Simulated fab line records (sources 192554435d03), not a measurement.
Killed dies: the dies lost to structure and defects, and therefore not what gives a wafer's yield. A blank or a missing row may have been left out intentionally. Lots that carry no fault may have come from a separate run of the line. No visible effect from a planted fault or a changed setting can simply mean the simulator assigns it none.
fab line records | flow n5_finfet
[record] lots = 23 wafers = 69 last_day = 17
route steps=1938 shown BEOL_M14@1750 BEOL_M15@1813
lots that met no fault: taken from a fault-free run of the same line
start_h: start of the lot's first displayed wafer, in hours after the record's first day | wait_h: hours elapsed since this lot's preceding step | " repeats the value in the row above | L1.1+2: a row that stands for several wafers | - no value present, or no start provided | * or withheld: withheld | < > ~ a bound
route shown NAME@n: NAME is a module with steps in the file, n the number in the route of the first one | usual: mean and standard deviation over wafers with no fault | same: alike in all rows | chamber/n: place in a boat | sites: the reading at each site | _std_site: the standard deviation of these | _edge_site: outer sites' mean less inner sites' | radius_mm: for every site, how far away it sits from the centre of the wafer | mask NAME#n: copy n | behind: tool/chamber where the wafer was last shaped | hold: cause of the lot's hold/its duration in hours/its outcome | device: whichever transistor did not switch (one of n, p or np) | end of line: the route-end tests of the same wafers | step lacking rows: just its recipe | killed: dies that structure and defects cost at the first sort, which is not the same as the wafer's yield | map: dies across one wafer; x = killed, . = not, _ = none there
set.NAME: the setting that was run; set.NAME@STEP: the one run at that earlier step | model.NAME: the simulator's own value behind a step, which no gauge read
a sample of lots followed through the steps of the route, with each step as a table and each wafer as a row
services: a tool's chamber out of use, with start hour (start_h, from the record's first day; less than 0 if before it), hours out, and reason
[[steps]]
[step N5_BEOL_M14_ETCH_67]
[recipe] chemistry = CF4 target = SiARC target_depth_a = 1430 time_s = 238.3 ion_energy_ev = 80 pressure_mtorr = 40 source_w = 545 bias_w = 36 Ar_flow_sccm = 100 cf4_flow_sccm = 100 ends = cleared
[usual] drypump_motor_current_A = 5.7/0.58 etch_rf_on_time_s = 239/3.9 oes_product_au = 0.68/0.075 rf_fwd_power_W = 543.1/1.8 rf_vpp_V = 184.1/1 showerhead_plenum_p_Torr = 2.15/0.055 throttle_valve_pct = 15.63/0.22
// columns lot.wafer tool chamber start_h wait_h drypump_motor_current_A etch_rf_on_time_s oes_product_au rf_fwd_power_W rf_hours_counter_h rf_vpp_V showerhead_plenum_p_Torr throttle_valve_pct
L074.1 rie_diel-01 2 243.34 0.0 6.1 237 0.62 545.7 211 183.9 2.21 15.79
L074.2 " 0 " " 5.2 245 0.67 543.3 85 183.9 2.07 15.62
L074.3 " 3 " " 5.3 234 0.60 541.2 228 183.4 2.20 16.11
L075.1 rie_diel-06 0 250.87 0.0 4.9 239 0.70 544.6 71 182.3 2.09 15.64
L075.3 " 1 " " 5.2 243 0.62 541.3 174 183.7 2.14 15.58
L075.5 " 0 " " 4.9 237 0.70 542.4 - 183.7 2.09 15.64
L076.1 rie_diel-06 3 271.86 0.0 5.8 238 0.61 544.1 194 183.3 2.13 15.93
L076.4 " 2 " " 6.6 245 0.83 543.9 3 183.8 2.19 15.41
L076.5 " 0 " " 4.9 237 0.70 546.8 - 183.8 2.09 15.66
L078.1 rie_diel-06 2 272.51 0.0 6.6 242 0.82 544.6 3 183.2 2.19 15.40
L078.5 " 3 " " 5.8 236 0.61 542.9 - 182.6 2.13 15.94
L078.6 " 0 " " 4.9 238 0.69 543.6 - 183.0 2.09 15.65
L077.1 rie_diel-06 2 273.21 0.0 6.6 244 0.82 542.7 4 184.1 2.19 15.44
L077.3 " 0 " " 4.9 239 0.69 543.2 79 183.0 2.09 15.68
L077.5 " 2 " " 6.6 245 0.83 540.7 - 185.5 2.19 15.42
L079.1 rie_diel-06 0 285.18 0.0 4.9 239 0.69 541.9 83 184.3 2.09 15.68
L079.3 " 3 " " 5.8 240 0.60 542.2 198 183.8 2.12 15.92
L079.5 " 3 " " 5.8 239 0.60 541.5 - 184.0 2.12 15.94
L080.2 rie_diel-06 0 288.71 0.0 4.9 236 0.68 542.6 85 182.6 2.08 15.68
L080.3 " 1 " " 5.1 241 0.62 541.0 188 185.3 2.14 15.60
L080.6 " 3 " " 5.8 238 0.60 543.8 - 183.1 2.12 15.94
L082.2 rie_diel-01 3 291.67 0.0 5.2 236 0.59 541.7 245 184.4 2.20 16.15
L082.3 " 0 " " 5.2 248 0.67 544.4 100 182.7 2.06 15.66
L082.5 " 1 " " 5.9 235 0.74 542.7 - 183.7 2.09 15.50
L081.1 rie_diel-06 0 292.02 0.0 4.9 240 0.68 544.1 86 184.2 2.08 15.68
L081.3 " 1 " " 5.1 245 0.61 542.4 189 183.9 2.14 15.61
L081.5 " 2 " " 6.6 245 0.80 543.6 - 183.6 2.19 15.44
L083.2 rie_diel-05 2 302.33 0.0 5.1 231 0.85 542.6 6 185.0 2.19 15.54
L083.3 " 0 " " 6.6 235 0.79 542.3 25 185.0 2.10 15.20
L083.6 " 1 " " 5.7 244 0.63 541.3 - 186.4 2.23 15.84
L086.1 rie_diel-01 2 318.65 0.0 6.1 239 0.60 543.2 239 183.9 2.20 15.84
L086.3 " 0 " " 5.1 249 0.65 544.1 111 183.3 2.06 15.69
L086.4 " 2 " " 6.1 238 0.60 541.8 - 184.2 2.20 15.84
L085.2 rie_diel-06 3 322.61 0.0 5.8 239 0.60 538.5 212 185.1 2.12 15.97
L085.3 " 0 " " 4.9 234 0.68 545.9 96 182.1 2.08 15.71
L085.4 " 1 " " 5.2 238 0.61 544.0 200 184.8 2.13 15.63
L084.1 rie_diel-01 1 323.32 0.0 5.9 240 0.73 543.3 60 183.6 2.08 15.54
L084.5 " 1 " " 5.9 240 0.73 541.5 - 183.2 2.09 15.53
L084.6 " 2 " " 6.0 240 0.60 544.2 - 184.5 2.20 15.86
L087.2 rie_diel-05 2 324.82 0.0 5.1 231 0.83 541.4 14 184.2 2.19 15.56
L087.3 " 1 " " 5.7 241 0.64 542.7 153 184.7 2.23 15.88
L087.5 " 3 " " 5.7 240 0.67 545.0 - 185.1 2.24 15.39
L088.2 rie_diel-06 1 329.78 0.0 5.1 239 0.62 539.6 203 183.3 2.13 15.64
L088.3 " 2 " " 6.6 243 0.77 541.7 24 183.4 2.18 15.45
L088.5 " 0 " " 4.9 235 0.67 546.2 - 183.7 2.08 15.71
L090.1 rie_diel-06 2 355.83 0.0 6.6 244 0.76 543.0 33 184.3 2.18 15.48
L090.5 " 1 " " 5.2 242 0.60 541.5 - 184.3 2.13 15.66
L090.6 " 2 " " 6.6 246 0.75 543.2 - 185.1 2.18 15.48
L089.1 rie_diel-05 3 356.24 0.0 5.7 241 0.65 544.1 114 184.6 2.23 15.39
L089.2 " 0 " " 6.6 233 0.77 543.6 43 184.1 2.10 15.25
L089.3 " 2 " " 5.1 233 0.80 543.0 24 184.7 2.19 15.58
L092.1 rie_diel-05 0 360.39 0.0 6.6 237 0.76 543.7 44 182.4 2.09 15.24
L092.2 " 2 " " 5.1 236 0.79 544.1 25 182.9 2.19 15.55
L092.4 " 1 " " 5.7 243 0.62 543.3 164 185.2 2.22 15.88
L091.1 rie_diel-05 1 361.93 0.0 5.7 242 0.61 542.5 165 184.8 2.22 15.89
L091.3 " 0 " " 6.6 235 0.76 544.8 45 180.9 2.09 15.24
L091.6 " 3 " " 5.7 242 0.66 545.2 - 186.6 2.23 15.40
L094.2 rie_diel-05 3 367.26 0.0 5.7 245 0.65 545.1 120 185.1 2.23 15.39
L094.5 " 0 " " 6.6 235 0.76 545.8 - 183.2 2.09 15.25
L094.6 " 1 " " 5.8 241 0.62 543.3 - 184.9 2.22 15.89
L095.1 rie_diel-05 1 375.78 0.0 5.8 242 0.62 543.0 169 185.7 2.22 15.90
L095.2 " 2 " " 5.1 236 0.78 542.0 31 184.3 2.18 15.58
L095.4 " 3 " " 5.7 243 0.65 542.3 122 186.4 2.23 15.43
L096.4 rie_diel-06 0 379.04 0.0 4.9 237 0.66 543.2 117 184.3 2.07 15.76
L096.5 " 1 " " 5.1 244 0.60 541.7 - 184.2 2.13 15.67
L096.6 " 0 " " 4.9 237 0.66 542.0 - 183.5 2.07 15.74
L097.1 rie_diel-06 2 385.24 0.0 6.6 240 0.74 544.5 44 184.6 2.18 15.50
L097.2 " 1 " " 5.2 241 0.59 540.8 223 182.2 2.12 15.69
L097.6 " 0 " " 4.9 235 0.66 545.7 - 183.4 2.07 15.74
[step N5_BEOL_M14_STRIP_37]
[recipe] chemistry = O2 power_w = 600 temp_c = 60 pressure_mtorr = 30 rf_frequency_hz = 6e+07 bias_power_w = 0 overash_fraction = 0.3 o2_flow_sccm = 225
[usual] drypump_motor_current_A = 5.7/0.54 oes_product_au = 0.82/0.097 rf_vpp_V = 3.4/0.97 showerhead_plenum_p_Torr = 2.11/0.057 throttle_valve_pct = 16.66/0.24
// columns lot.wafer tool chamber start_h wait_h drypump_motor_current_A oes_product_au rf_hours_counter_h rf_vpp_V showerhead_plenum_p_Torr throttle_valve_pct
L074.1 rie_diel-01 2 244.01 0.1 6.1 0.71 211 2.7 2.18 16.94
L074.2 " 3 " " 5.2 0.70 229 3.7 2.17 17.25
L074.3 " 1 " " 5.9 0.90 30 3.0 2.05 16.51
L075.1 rie_diel-06 1 253.23 1.8 5.1 0.72 175 3.0 2.08 16.60
L075.3 " 3 " " 5.8 0.72 187 5.2 2.09 16.99
L075.5 " 3 " " 5.8 0.71 - 3.2 2.09 16.99
L076.1 rie_diel-05 0 272.49 0.1 6.6 0.96 12 2.1 2.05 16.24
L076.4 " 0 " " 6.6 0.95 - 4.4 2.05 16.25
L076.5 " 1 " " 5.7 0.75 - 4.1 2.18 16.79
L078.1 rie_diel-06 2 274.34 1.3 6.6 0.96 4 3.5 2.15 16.54
L078.5 " 3 " " 5.8 0.71 - 1.9 2.09 16.99
L078.6 " 0 " " 4.9 0.82 - 5.5 2.05 16.81
L077.1 rie_diel-05 0 274.62 0.8 6.6 0.96 13 1.4 2.05 16.26
L077.3 " 3 " " 5.7 0.80 86 3.9 2.19 16.33
L077.5 " 3 " " 5.7 0.82 - 3.2 2.19 16.33
L079.1 rie_diel-05 3 288.19 2.4 5.7 0.81 92 3.2 2.19 16.35
L079.3 " 0 " " 6.6 0.96 18 2.7 2.05 16.29
L079.5 " 2 " " 5.1 1.02 - 3.3 2.15 16.60
L080.2 rie_diel-06 3 291.47 2.2 5.8 0.69 201 3.6 2.09 17.03
L080.3 " 0 " " 4.9 0.81 85 4.4 2.05 16.84
L080.6 " 2 " " 6.6 0.92 - 6.1 2.15 16.53
L082.2 rie_diel-05 1 293.91 1.7 5.7 0.75 140 2.9 2.18 16.85
L082.3 " 2 " " 5.1 1.02 2 2.4 2.14 16.58
L082.5 " 1 " " 5.8 0.75 - 2.7 2.18 16.82
L081.1 rie_diel-06 2 293.95 1.4 6.6 0.94 12 2.3 2.15 16.53
L081.3 " 3 " " 5.8 0.69 202 3.9 2.09 17.03
L081.5 " 0 " " 4.9 0.81 - 1.9 2.05 16.82
L083.2 rie_diel-06 1 303.57 0.7 5.1 0.72 192 4.0 2.08 16.65
L083.3 " 0 " " 4.9 0.79 89 3.9 2.05 16.84
L083.6 " 3 " " 5.8 0.70 - 3.8 2.09 17.04
L086.1 rie_diel-05 0 319.49 0.3 6.6 0.89 31 3.1 2.05 16.26
L086.3 " 2 " " 5.1 0.97 11 3.0 2.14 16.61
L086.4 " 3 " " 5.7 0.80 103 3.7 2.18 16.34
L085.2 rie_diel-01 1 325.11 1.9 5.9 0.85 61 4.6 2.04 16.61
L085.3 " 0 " " 5.2 0.77 115 3.7 2.02 16.80
L085.4 " 2 " " 6.1 0.70 243 3.3 2.17 16.98
L084.1 rie_diel-05 1 325.77 1.9 5.8 0.74 153 4.9 2.17 16.85
L084.5 " 3 " " 5.7 0.78 - 2.5 2.18 16.36
L084.6 " 2 " " 5.1 0.97 - 5.0 2.14 16.61
L087.2 rie_diel-06 0 325.77 0.4 4.9 0.79 98 3.1 2.05 16.84
L087.3 " 1 " " 5.1 0.72 201 3.6 2.08 16.66
L087.5 " 3 " " 5.7 0.68 - 5.0 2.08 17.08
L088.2 rie_diel-05 0 330.39 0.0 6.6 0.90 35 3.1 2.04 16.30
L088.3 " 3 " " 5.7 0.79 107 3.7 2.18 16.36
L088.5 " 3 " " 5.7 0.79 - 3.4 2.18 16.38
L090.1 rie_diel-05 3 358.30 1.9 5.7 0.77 116 4.0 2.18 16.38
L090.5 " 1 " " 5.8 0.74 - 1.7 2.17 16.91
L090.6 " 2 " " 5.2 0.94 - 3.3 2.14 16.62
L089.1 rie_diel-05 2 361.73 4.9 5.1 0.93 26 7.0 2.14 16.62
L089.2 " 1 " " 5.7 0.73 164 2.9 2.17 16.89
L089.3 " 3 " " 5.7 0.77 117 3.8 2.18 16.40
L092.1 rie_diel-01 0 362.64 1.7 5.1 0.76 129 3.1 2.01 16.78
L092.2 " 3 " " 5.2 0.92 13 3.5 2.15 16.77
L092.4 " 0 " " 5.1 0.74 - 2.7 2.01 16.80
L091.1 rie_diel-06 3 362.88 0.4 5.8 0.68 224 2.7 2.08 17.08
L091.3 " 0 " " 4.9 0.77 112 6.6 2.04 16.87
L091.6 " 1 " " 5.1 0.71 - 4.0 2.07 16.66
L094.2 rie_diel-01 2 371.88 4.0 6.1 0.97 3 3.3 2.16 16.52
L094.5 " 1 " " 5.9 0.83 - 4.1 2.04 16.66
L094.6 " 2 " " 6.1 0.97 - 4.5 2.16 16.59
L095.1 rie_diel-05 0 376.59 0.2 6.6 0.88 50 4.6 2.04 16.34
L095.2 " 1 " " 5.7 0.73 170 1.9 2.17 16.90
L095.4 " 2 " " 5.1 0.92 32 3.5 2.13 16.63
L096.4 rie_diel-05 2 379.80 0.2 5.1 0.92 33 2.6 2.13 16.65
L096.5 " 3 " " 5.7 0.77 - 4.2 2.18 16.42
L096.6 " 2 " " 5.1 0.93 - 4.3 2.13 16.66
L097.1 rie_diel-06 2 386.03 0.2 6.6 0.87 44 3.1 2.14 16.60
L097.2 " 3 " " 5.8 0.70 232 3.1 2.08 17.09
L097.6 " 3 " " 5.8 0.69 - 2.6 2.08 17.10
[step N5_BEOL_M14_SPUTTER_44]
[recipe] material = Ta target_thk_a = 150 temp_c = 50 bias_v = 80 power_w = 15000 chamber_pressure_pa = 0.07 time_s = 24.19
[usual] susceptor_temp_C = 50.01/0.1 throttle_valve_pct = 29.7/1.2
// columns lot.wafer tool chamber start_h wait_h susceptor_temp_C throttle_valve_pct
L074.1 pvd_sputter-03 - 244.60 0.0 49.84 30.7
L074.2 " - " " 49.93 28.4
L074.3 " - " " 49.89 28.4
L075.1 pvd_sputter-03 - 253.95 0.0 49.95 28.7
L075.3 " - " " 49.95 30.8
L075.5 " - " " 50.08 28.5
L076.1 pvd_sputter-02 - 272.92 0.0 50.01 31.2
L076.4 " - " " 49.99 31.0
L076.5 " - " " 49.99 30.8
L078.1 pvd_sputter-03 - 275.04 0.0 50.04 30.8
L078.5 " - " " 49.89 28.5
L078.6 " - " " 49.93 28.8
L077.1 pvd_sputter-02 - 275.28 0.0 49.90 30.7
L077.3 " - " " 50.07 30.8
L077.5 " - " " 49.90 30.8
L079.1 pvd_sputter-02 - 288.80 0.0 50.04 31.1
L079.3 " - " " 50.04 30.9
L079.5 " - " " 49.93 30.9
L080.2 pvd_sputter-01 - 292.12 0.0 49.90 29.2
L080.3 " - " " 49.90 31.6
L080.6 " - " " 49.99 27.9
L082.2 pvd_sputter-03 - 294.58 0.0 50.07 28.6
L082.3 " - " " 50.14 28.8
L082.5 " - " " 49.98 28.3
L081.1 pvd_sputter-01 - 294.64 0.0 50.15 28.0
L081.3 " - " " 50.01 31.6
L081.5 " - " " 50.23 27.9
L083.2 pvd_sputter-03 - 304.45 0.0 50.21 28.9
L083.3 " - " " 50.04 28.0
L083.6 " - " " 50.03 30.7
L086.1 pvd_sputter-03 - 320.40 0.0 49.97 28.3
L086.3 " - " " 50.16 28.8
L086.4 " - " " 49.78 30.9
L085.2 pvd_sputter-03 - 325.88 0.0 49.98 28.6
L085.3 " - " " 50.14 28.4
L085.4 " - " " 49.74 28.5
L087.2 pvd_sputter-03 - 326.56 0.0 50.07 30.7
L087.3 " - " " 50.10 28.3
L087.5 " - " " 50.07 28.5
L084.1 pvd_sputter-02 - 326.59 0.0 49.98 30.9
L084.5 " - " " 50.12 30.9
L084.6 " - " " 50.16 30.9
L088.2 pvd_sputter-02 - 331.07 0.1 50.07 31.0
L088.3 " - " " 50.07 31.0
L088.5 " - " " 50.15 30.8
L090.1 pvd_sputter-02 - 358.96 0.0 50.05 30.9
L090.5 " - " " 49.96 30.8
L090.6 " - " " 49.97 30.8
L089.1 pvd_sputter-03 - 362.25 0.0 50.22 28.3
L089.2 " - " " 50.12 28.8
L089.3 " - " " 50.07 30.6
L092.1 pvd_sputter-02 - 363.25 0.0 50.02 30.9
L092.2 " - " " 50.18 30.7
L092.4 " - " " 50.05 31.1
L091.1 pvd_sputter-03 - 363.68 0.0 49.87 28.5
L091.3 " - " " 50.07 28.8
L091.6 " - " " 49.96 31.0
L094.2 pvd_sputter-03 - 372.52 0.0 50.07 28.7
L094.5 " - " " 49.97 28.3
L094.6 " - " " 49.95 30.7
L095.1 pvd_sputter-02 - 377.04 0.0 49.97 31.0
L095.2 " - " " 49.97 30.7
L095.4 " - " " 49.91 31.0
L096.4 pvd_sputter-03 - 380.22 0.0 50.07 28.3
L096.5 " - " " 50.04 28.5
L096.6 " - " " 50.03 28.5
L097.1 pvd_sputter-03 - 386.70 0.0 50.14 30.6
L097.2 " - " " 50.13 28.9
L097.6 " - " " 49.99 28.4
[step N5_BEOL_M14_RS_MEAS_54]
[recipe] thk_meas_gauge = four-point-probe reads = Cu_of_BEOL_M14_ECD_47+Ta_of_BEOL_M14_SPUTTER_44+TaN_of_BEOL_M14_SPUTTER_43
[usual] M14_RS = 0.0334/0.00056
// columns lot.wafer tool chamber start_h wait_h M14_RS[ohm/sq]
L074.1 film_metro-02 - 245.71 0.0 0.0332
L074.2 " - " " 0.0345
L074.3 " - " " 0.0330
L075.1 film_metro-01 - 255.07 0.0 0.0333
L075.3 " - " " 0.0337
L075.5 " - " " 0.0335
L076.1 film_metro-01 - 275.10 0.0 0.0331
L076.4 " - " " 0.0339
L076.5 " - " " 0.0335
L078.1 film_metro-02 - 276.19 0.1 0.0338
L078.5 " - " " 0.0330
L078.6 " - " " 0.0329
L077.1 film_metro-01 - 277.02 0.0 0.0340
L077.3 " - " " 0.0336
L077.5 " - " " 0.0337
L079.1 film_metro-01 - 289.90 0.0 0.0332
L079.3 " - " " 0.0337
L079.5 " - " " 0.0335
L080.2 film_metro-02 - 293.23 0.1 0.0332
L080.3 " - " " 0.0335
L080.6 " - " " 0.0333
L082.2 film_metro-01 - 295.69 0.1 0.0330
L082.3 " - " " 0.0344
L082.5 " - " " 0.0328
L081.1 film_metro-01 - 295.89 0.1 0.0331
L081.3 " - " " 0.0335
L081.5 " - " " 0.0337
L083.2 film_metro-02 - 305.55 0.1 0.0324
L083.3 " - " " 0.0324
L083.6 " - " " 0.0340
L086.1 film_metro-02 - 321.51 0.0 0.0339
L086.3 " - " " 0.0351
L086.4 " - " " 0.0340
L085.2 film_metro-01 - 326.98 0.1 0.0338
L085.3 " - " " 0.0331
L085.4 " - " " 0.0335
L087.2 film_metro-02 - 327.66 0.1 0.0323
L087.3 " - " " 0.0338
L087.5 " - " " 0.0333
L084.1 film_metro-02 - 327.75 0.0 0.0333
L084.5 " - " " 0.0333
L084.6 " - " " 0.0336
L088.2 film_metro-02 - 332.33 0.1 0.0334
L088.3 " - " " 0.0334
L088.5 " - " " 0.0328
L090.1 film_metro-02 - 360.07 0.0 0.0348
L090.5 " - " " 0.0345
L090.6 " - " " 0.0346
L089.1 film_metro-02 - 363.70 0.0 0.0336
L089.2 " - " " 0.0327
L089.3 " - " " 0.0327
L092.1 film_metro-02 - 365.26 0.0 0.0328
L092.2 " - " " 0.0325
L092.4 " - " " 0.0341
L091.1 film_metro-01 - 365.70 0.0 0.0338
L091.3 " - " " 0.0326
L091.6 " - " " 0.0334
L094.2 film_metro-01 - 373.87 0.1 0.0338
L094.5 " - " " 0.0325
L094.6 " - " " 0.0336
L095.1 film_metro-01 - 378.16 0.0 0.0343
L095.2 " - " " 0.0328
L095.4 " - " " 0.0337
L096.4 film_metro-01 - 381.34 0.0 0.0337
L096.5 " - " " 0.0343
L096.6 " - " " 0.0335
L097.1 film_metro-02 - 387.82 0.0 0.0337
L097.2 " - " " 0.0334
L097.6 " - " " 0.0328
[step N5_BEOL_M15_STRIP_37]
[recipe] chemistry = O2 power_w = 600 temp_c = 60 pressure_mtorr = 30 rf_frequency_hz = 6e+07 bias_power_w = 0 overash_fraction = 0.3 o2_flow_sccm = 225
[usual] drypump_motor_current_A = 5.9/0.45 oes_product_au = 0.75/0.094 rf_vpp_V = 3.7/0.63 showerhead_plenum_p_Torr = 2.11/0.079 throttle_valve_pct = 16.73/0.18
// columns lot.wafer tool chamber start_h wait_h drypump_motor_current_A oes_product_au rf_hours_counter_h rf_vpp_V showerhead_plenum_p_Torr throttle_valve_pct
L074.1 rie_diel-02 2 - - 6.1 0.71 183 4.2 2.07 16.56
L074.2 " 1 " " 6.2 0.73 169 3.9 2.00 16.59
L074.3 " 0 " " 5.1 0.78 124 3.9 2.20 16.65
L075.1 rie_diel-04 0 - - 6.3 0.70 237 3.0 1.96 16.93
L075.3 " 2 " " 5.4 0.75 172 4.2 2.08 16.69
L075.5 " 0 " " 6.3 0.70 - 1.8 1.96 16.94
L076.1 rie_diel-03 1 - - 6.5 0.70 214 3.3 2.10 17.00
L076.4 " 3 " " 5.3 0.72 205 4.1 1.99 16.92
L076.5 " 2 " " 5.3 0.70 - 4.2 2.07 16.57
L078.1 rie_diel-04 2 - - 5.4 0.74 176 3.6 2.08 16.71
L078.5 " 0 " " 6.3 0.69 - 4.6 1.96 16.97
L078.6 " 1 " " 6.1 0.70 - 4.6 2.16 16.74
L077.1 rie_diel-03 0 - - 5.9 0.94 11 3.0 2.22 16.33
L077.3 " 3 " " 5.3 0.71 206 4.1 1.99 16.92
L077.5 " 3 " " 5.3 0.71 - 3.4 1.99 16.93
L079.1 rie_diel-03 3 - - 5.3 0.71 209 3.0 1.99 16.93
L079.3 " 2 " " 5.2 0.69 233 4.9 2.07 16.60
L079.5 " 1 " " 6.5 0.69 - 3.9 2.10 17.03
L080.2 rie_diel-04 0 - - 6.4 0.70 248 3.8 1.95 16.96
L080.3 " 2 " " 5.4 0.73 181 3.4 2.08 16.72
L080.6 " 0 " " 6.4 0.70 - 3.3 1.96 16.97
L081.1 rie_diel-03 1 - - 6.4 0.69 222 2.1 2.10 17.03
L081.3 " 0 " " 5.9 0.92 15 3.7 2.22 16.35
L081.5 " 2 " " 5.3 0.68 - 3.4 2.07 16.58
L082.2 rie_diel-04 3 - - 6.0 0.68 215 4.2 2.18 16.85
L082.3 " 0 " " 6.3 0.69 249 3.5 1.95 16.96
L082.5 " 1 " " 6.0 0.69 - 2.4 2.16 16.76
L083.2 rie_diel-02 3 - - 6.6 0.91 30 2.8 2.16 16.63
L083.3 " 0 " " 5.1 0.77 140 3.6 2.20 16.68
L083.6 " 3 " " 6.6 0.89 - 3.6 2.16 16.61
L086.1 rie_diel-02 2 - - 6.1 0.70 205 4.2 2.07 16.60
L086.3 " 3 " " 6.6 0.90 36 5.4 2.16 16.63
L086.4 " 0 " " 5.1 0.76 144 2.9 2.20 16.68
L085.2 rie_diel-02 2 - - 6.1 0.70 207 4.0 2.07 16.58
L085.3 " 3 " " 6.6 0.87 - 2.8 2.16 16.63
L085.4 " 2 " " 6.2 0.69 - 3.5 2.07 16.60
L087.2 rie_diel-04 0 - - 6.3 0.98 4 3.7 2.21 16.50
L087.3 " 1 " " 6.0 0.68 207 3.5 2.16 16.79
L087.5 " 3 " " 5.9 0.67 - 4.7 2.18 16.89
L084.1 rie_diel-03 3 - - 5.3 0.69 223 5.1 1.99 16.95
L084.5 " 0 " " 5.9 0.90 - 3.9 2.21 16.34
L084.6 " 1 " " 6.5 0.68 - 4.1 2.09 17.05
L088.2 rie_diel-04 2 - - 5.4 0.71 195 3.9 2.08 16.75
L088.3 " 1 " " 6.0 0.68 208 3.0 2.16 16.79
L088.5 " 0 " " 6.4 0.98 - 3.4 2.21 16.52
L090.1 rie_diel-04 0 - - 6.3 0.95 11 2.5 2.21 16.55
L090.5 " 1 " " 6.0 0.68 - 3.6 2.15 16.81
L090.6 " 0 " " 6.3 0.95 - 3.5 2.21 16.52
L089.1 rie_diel-04 0 - - 6.3 0.96 13 4.1 2.21 16.52
L089.2 " 3 " " 6.0 0.67 236 3.5 2.17 16.89
L089.3 " 1 " " 6.0 0.68 216 4.8 2.15 16.78
L091.1 rie_diel-02 1 - - 6.1 0.72 201 2.6 1.99 16.66
L091.3 " 2 " " 6.2 0.69 221 3.6 2.06 16.63
L091.6 " 3 " " 6.6 0.87 - 3.9 2.15 16.63
L092.1 rie_diel-04 3 - - 5.9 0.66 238 3.9 2.17 16.87
L092.2 " 1 " " 6.0 0.67 217 3.2 2.15 16.80
L092.4 " 0 " " 6.3 0.93 15 4.0 2.21 16.52
L094.2 rie_diel-04 1 - - 6.0 0.67 219 3.2 2.15 16.79
L094.5 " 0 " " 6.3 0.93 - 3.5 2.21 16.52
L094.6 " 3 " " 6.0 0.66 - 4.1 2.17 16.90
L095.1 rie_diel-04 1 - - 6.0 0.67 220 4.5 2.15 16.81
L095.2 " 3 " " 6.0 0.67 241 3.7 2.17 16.90
L095.4 " 0 " " 6.3 0.94 18 3.2 2.21 16.50
L096.4 rie_diel-02 3 - - 6.6 0.86 56 4.4 2.15 16.67
L096.5 " 1 " " 6.1 0.70 - 3.7 1.99 16.67
L096.6 " 2 " " 6.1 0.69 - 4.1 2.06 16.64
L097.1 rie_diel-04 1 - - 6.0 0.67 224 4.2 2.15 16.82
L097.2 " 3 " " 6.0 0.66 245 3.5 2.17 16.88
L097.6 " 2 " " 5.4 0.70 - 4.0 2.07 16.79
[step N5_BEOL_M15_PRE_CLEAN_42]
[recipe] gas = H2/He time_s = 30 temp_c = 300
[usual] heater_power_w = 470/43 susceptor_temp_C = 300.01/0.19
// columns lot.wafer tool chamber start_h wait_h heater_power_w susceptor_temp_C
L074.1 pvd_sputter-01 - 254.09 0.0 535 300.13
L074.2 " - " " 453 300.15
L074.3 " - " " 513 300.05
L075.1 pvd_sputter-03 - 261.37 0.0 385 300.04
L075.3 " - " " 476 299.90
L075.5 " - " " 493 300.05
L076.1 pvd_sputter-02 - 281.87 0.0 522 299.82
L076.4 " - " " 493 300.28
L076.5 " - " " 490 300.07
L078.1 pvd_sputter-01 - 281.94 0.0 526 299.88
L078.5 " - " " 449 300.14
L078.6 " - " " 420 300.13
L077.1 pvd_sputter-03 - 285.45 0.0 433 300.05
L077.3 " - " " 483 300.02
L077.5 " - " " 445 299.92
L079.1 pvd_sputter-01 - 296.96 0.0 456 300.02
L079.3 " - " " 519 299.88
L079.5 " - " " 450 300.28
L080.2 pvd_sputter-02 - 297.29 0.0 507 300.26
L080.3 " - " " 480 300.10
L080.6 " - " " 485 299.73
L081.1 pvd_sputter-01 - 302.32 0.0 510 299.57
L081.3 " - " " 530 299.71
L081.5 " - " " 458 300.03
L082.2 pvd_sputter-01 - 302.68 0.0 531 300.41
L082.3 " - " " 502 299.94
L082.5 " - " " 530 300.27
L083.2 pvd_sputter-01 - 308.93 0.0 528 300.03
L083.3 " - " " 464 299.71
L083.6 " - " " 520 299.79
L086.1 pvd_sputter-03 - 326.80 0.0 454 300.21
L086.3 " - " " 479 299.96
L086.4 " - " " 469 300.08
L085.2 pvd_sputter-02 - 332.55 0.0 520 300.11
L085.3 " - " " 495 300.17
L085.4 " - " " 479 299.65
L087.2 pvd_sputter-02 - 333.17 0.0 518 300.24
L087.3 " - " " 502 299.97
L087.5 " - " " 470 299.80
L084.1 pvd_sputter-03 - 338.41 0.0 488 300.13
L084.5 " - " " 393 299.83
L084.6 " - " " 445 299.85
L088.2 pvd_sputter-01 - 338.79 0.0 532 300.05
L088.3 " - " " 441 299.86
L088.5 " - " " 527 300.23
L090.1 pvd_sputter-01 - 363.67 0.0 407 300.14
L090.5 " - " " 419 299.85
L090.6 " - " " 518 300.14
L089.1 pvd_sputter-03 - 367.36 0.0 452 299.96
L089.2 " - " " 392 299.98
L089.3 " - " " 480 300.04
L091.1 pvd_sputter-02 - 375.21 0.0 483 299.88
L091.3 " - " " 516 300.17
L091.6 " - " " 495 299.86
L092.1 pvd_sputter-03 - 375.28 0.0 393 300.01
L092.2 " - " " 488 300.47
L092.4 " - " " 431 299.91
L094.2 pvd_sputter-02 - 378.20 0.0 494 300.11
L094.5 " - " " 486 300.25
L094.6 " - " " 489 299.98
L095.1 pvd_sputter-01 - 381.82 0.0 412 299.97
L095.2 " - " " 448 300.01
L095.4 " - " " 524 300.13
L096.4 pvd_sputter-03 - 385.48 0.0 469 300.08
L096.5 " - " " 493 300.19
L096.6 " - " " 389 299.94
L097.1 pvd_sputter-01 - 392.77 0.0 529 299.98
L097.2 " - " " 537 300.39
L097.6 " - " " 456 299.80
[[services]]
// columns tool chamber start_h hours kind
rie_diel-06 - 229.49 2.8 pm
rie_diel-06 2 245.69 - clean
rie_diel-06 2 245.69 - consumable_replace:focus_ring
rie_diel-06 2 245.69 18.1 scheduled_down
rie_diel-06 2 245.69 18.1 vent_cycle
rie_diel-04 2 248.97 8.5 repair
rie_diel-02 3 249.69 7.0 repair
rie_diel-05 1 251.98 3.1 repair
rie_diel-05 2 263.06 - clean
rie_diel-05 2 263.06 - consumable_replace:focus_ring
rie_diel-05 2 263.06 23.8 scheduled_down
rie_diel-05 2 263.06 23.8 vent_cycle
pvd_sputter-03 - 279.46 4.2 repair
rie_diel-01 2 285.88 1.5 repair
rie_diel-01 0 288.34 2.1 repair
rie_diel-04 2 316.38 2.4 repair
rie_diel-06 3 325.99 4.0 repair
rie_diel-02 1 327.06 13.8 repair
rie_diel-03 2 333.27 7.1 repair
rie_diel-06 2 334.33 4.9 repair
rie_diel-06 3 343.16 4.0 repair
rie_diel-03 3 347.79 18.3 repair
rie_diel-03 1 386.02 11.1 repair
rie_diel-06 - 386.51 0.4 repair
[[key]]
fault none
